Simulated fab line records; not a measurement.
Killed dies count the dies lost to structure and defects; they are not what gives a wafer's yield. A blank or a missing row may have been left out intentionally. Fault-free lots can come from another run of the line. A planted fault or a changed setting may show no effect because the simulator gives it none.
Struck lot and sound lot, side by side || flow n5-finfet || 41 steps out of a route of 1938
Sound: wafers L156.1, L156.4, L156.5. Struck: wafer L164.1. (L164.2, L164.3 of the same lot were not struck and are left out.) The cause comes at the end.
Order at every step that has rows: each side's tool, ch and its chambers, its first start. Under that, the readings that differ: sound wafers || struck wafers || difference of the means || sigmas: that difference in standard deviations of wafers without a fault.
alike: same words and numbers on both sides, and readings whose means sit less than 2 such deviations apart. not compared: any withheld reading, any reading some wafer has no value for, any bound like >300 that may hide the same value, and any number with overlapping values for which the record gives no deviation.
A row with sigmas, a row that says differs or no value, or rows on one side alone: a step with any of these is where the two part. Numbers that don't overlap but have no deviation are shown without sigmas and don't part them. A reading missing from all wafers of one side parts the sides only when that side holds two or more wafers.

first, 3 steps without rows for these wafers: N5_SD_EPI_P_STRIP_38 (strips in N2/H2); N5_SD_EPI_P_ETCHBACK_46 (etches SiNx in CH3F/O2, stops on SiO2, target depth 17.5 nm); N5_SD_EPI_P_ETCH_47 (etches SiOCN in CH3F/O2, target depth 25 nm).
N5_SD_EPI_P_ETCH_16: etches SiO2 in CHF3/O2, target depth 5 nm.
  sound on rie-diel-03 ch 0,3, day 5 10:00; struck on rie-diel-05 ch 1, day 7 07:58
{"reading": "throttle-valve-pct (%)", "sound": "18.96 18.97 19.01", "struck": 18.53, "difference": -0.45, "sigmas": -2}
  alike: drypump-motor-current-A, oes-product-au, rf-fwd-power-W, rf-vpp-V, showerhead-plenum-p-Torr
  not compared: rf-hours-counter-h
then, 1 step without rows for these wafers: N5_SD_EPI_P_STRIP_50 (strips in CHF3/O2).
N5_SD_EPI_P_SD_RECESS_17: chemistry HBr/Cl2/O2, target depth 39.1 nm, bt time 3 s.
  sound on rie-si-04 ch 0,2,3, day 5 10:04; struck on rie-si-04 ch 0, day 7 08:02
  alike: drypump-motor-current-A, mfc-cl2-sccm, oes-product-au, rf-fwd-power-W, throttle-valve-pct
  not compared: rf-hours-counter-h
then, 6 steps without rows for these wafers: N5_SD_EPI_P_WET_ETCH_45 (etches SiO2 in dHF, time 10.7 s, target depth 2 nm, rinse time 30 s); N5_SD_EPI_P_STRIP_40 (strips in N2/H2); N5_SD_EPI_P_PRECLEAN_52 (cleans in O3/DIW, time 60 s); N5_SD_EPI_P_SRD_20 (time 30 s); N5_SD_EPI_P_PRECLEAN_51 (cleans in NF3:NH3, afs cycles 1, time 20 s, sublimation time 60 s); N5_SD_EPI_P_VAPOR_ETCH_44 (etches SiGe30 in NF3/Ar, time 3.3 s).
N5_SD_EPI_P_EPI_21: deposits SiGe:B, time 355 s.
  sound on epi-rpcvd-04 ch 0, day 5 10:44; struck on epi-rpcvd-03 ch 0, day 7 08:49
{"reading": "chamber-pressure-Torr (Torr)", "sound": "19.88 19.98 19.93", "struck": 20.04, "difference": "+0.11", "sigmas": "+3"}
{"reading": "epi-growth-time-s (s)", "sound": "355 355 355", "struck": 594.26, "difference": "+239.26", "sigmas": ""}
{"reading": "model.SiGe-B_of_SD_EPI_P_EPI_21.thk-nm (nm)", "sound": "62 62 62.4", "struck": 84.6, "difference": "+22.5", "sigmas": ""}
N5_SD_EPI_P_EPI_MEAS_23:
  sound: film-metro-02 at day 5 12:56; struck: film-metro-01 at day 7 11:44
{"reading": "thk-nm (nm)", "sound": "61.7 61.2 63.8", "struck": 84.8, "difference": "+22.6", "sigmas": "+16"}
then, 6 steps without rows for these wafers: N5_SD_EPI_P_HM_STRIP_48 (strips SiNx in H3PO4, material SiNx, target depth 3 nm); N5_SD_EPI_P_SRD_49 (time 30 s); N5_SD_EPI_P_PRECLEAN_24 (cleans in O3/DIW, time 45 s); N5_SD_EPI_P_PRECLEAN_32 (cleans in dHF, time 10 s); N5_SD_EPI_P_PRECLEAN_33 (cleans in SC2, time 45 s); N5_SD_EPI_P_SRD_25 (time 30 s).
N5_SD_EPI_P_INSPECT_26: inspects for defects (darkfield).
  sound: defect-inspect-02 at day 5 13:06; struck: defect-inspect-01 at day 7 11:55
  alike: raw-defect-count
then, 2 steps without rows for these wafers: N5_SD_ACTIVATION_RTA_00 (time 0 s); N5_SD_ACTIVATION_LSA_01 (time 0.0008 s).
N5_SD_ACTIVATION_INSPECT_02: inspects for defects (darkfield).
  sound: defect-inspect-02 at day 5 13:52; struck: defect-inspect-01 at day 7 12:40
  alike: raw-defect-count
then, 4 steps without rows for these wafers: N5_ILD0_LINER_00 (material SiNx, target thk 4 nm, pulse time 1 s, purge time 2 s); N5_ILD0_FCVD_FILL_01 (material SiO2 flowable, target thk 200 nm, time 328.3 s); N5_ILD0_CURE_02 (time 1800 s); N5_ILD0_CMP_03 (polishes, stops on SiNx, t overpolish 1.9 s, target thk 197.38 nm).
N5_ILD0_THK_MEAS_04:
  sound: film-metro-01 at day 5 16:33; struck: film-metro-02 at day 7 15:25
  alike: thk-nm
N5_ILD0_CMP_07: polishes SiO2 flowable, stops on poly-Si, t overpolish 1.18 s, target thk 138.88 nm.
  sound on cmp-02 ch 1,2,3, day 5 16:37; struck on cmp-02 ch 3, day 7 15:26
  alike: motor-current-A
N5_ILD0_THK_MEAS_08:
  sound: film-metro-01 at day 5 16:53; struck: film-metro-01 at day 7 15:44
  alike: thk-nm
then, 2 steps without rows for these wafers: N5_ILD0_PRECLEAN_10 (cleans in NF3:NH3, afs cycles 5, time 20 s, sublimation time 60 s); N5_ILD0_ALD_15 (deposits SiNx, target thk 24 nm, pulse time 1 s, ald cycles 480).
N5_ILD0_CMP_12: polishes SiNx, stops on poly-Si, t overpolish 6 s, target thk 17.67 nm.
  sound on cmp-02 ch 0,1, day 5 19:59; struck on cmp-01 ch 3, day 7 18:39
  alike: motor-current-A, overpolish-run-s, time-to-endpoint-s
N5_ILD0_THK_MEAS_13:
  sound: film-metro-02 at day 5 20:17; struck: film-metro-01 at day 7 18:57
  alike: thk-nm
N5_ILD0_INSPECT_06: inspects for defects (darkfield).
  sound: defect-inspect-02 at day 5 20:19; struck: defect-inspect-02 at day 7 18:59
  alike: raw-defect-count
N5_SDB_HM_DEP_00: deposits SiNx from SiH4/NH3/N2, target thk 40 nm, time 35.3 s.
  sound on pecvd-02 ch 0,2, day 5 20:21; struck on pecvd-04 ch 2, day 7 19:01
  alike: chamber-pressure-Torr, heater-power-w, rf-fwd-power-W, showerhead-plenum-p-Torr, throttle-valve-pct
then, 3 steps without rows for these wafers: N5_SDB_COAT_03 (time 60 s, resist thk 100 nm); N5_SDB_COAT_04 (time 60 s, resist thk 18 nm); N5_SDB_COAT_05 (resist thk 90 nm).
N5_MOL_CONTACT_COAG_ETCH_110: etches Si in CF4/O2, target depth 2.5 nm, time 8 s.
  sound on rie-diel-04 ch 0,2, day 6 20:01; struck on rie-diel-04 ch 3, day 8 21:54
{"reading": "model.SiGe-B_of_SD_EPI_P_EPI_21.thk-nm (nm)", "sound": "59 59 59.4", "struck": 80.6, "difference": "+21.5", "sigmas": ""}
  alike: drypump-motor-current-A, oes-product-au, rf-fwd-power-W, rf-vpp-V, showerhead-plenum-p-Torr, throttle-valve-pct
  not compared: rf-hours-counter-h

== WHERE THEY PART ==
Earliest at N5_SD_EPI_P_ETCH_16; latest, in this record, at N5_SD_EPI_P_EPI_MEAS_23. Later steps at which nothing parts them and some readings are alike: N5_SD_EPI_P_INSPECT_26, N5_SD_ACTIVATION_INSPECT_02, N5_ILD0_THK_MEAS_04, N5_ILD0_CMP_07, N5_ILD0_THK_MEAS_08, N5_ILD0_CMP_12, N5_ILD0_THK_MEAS_13, N5_ILD0_INSPECT_06, N5_SDB_HM_DEP_00, N5_MOL_CONTACT_COAG_ETCH_110.

WHY: the cause the simulator had injected
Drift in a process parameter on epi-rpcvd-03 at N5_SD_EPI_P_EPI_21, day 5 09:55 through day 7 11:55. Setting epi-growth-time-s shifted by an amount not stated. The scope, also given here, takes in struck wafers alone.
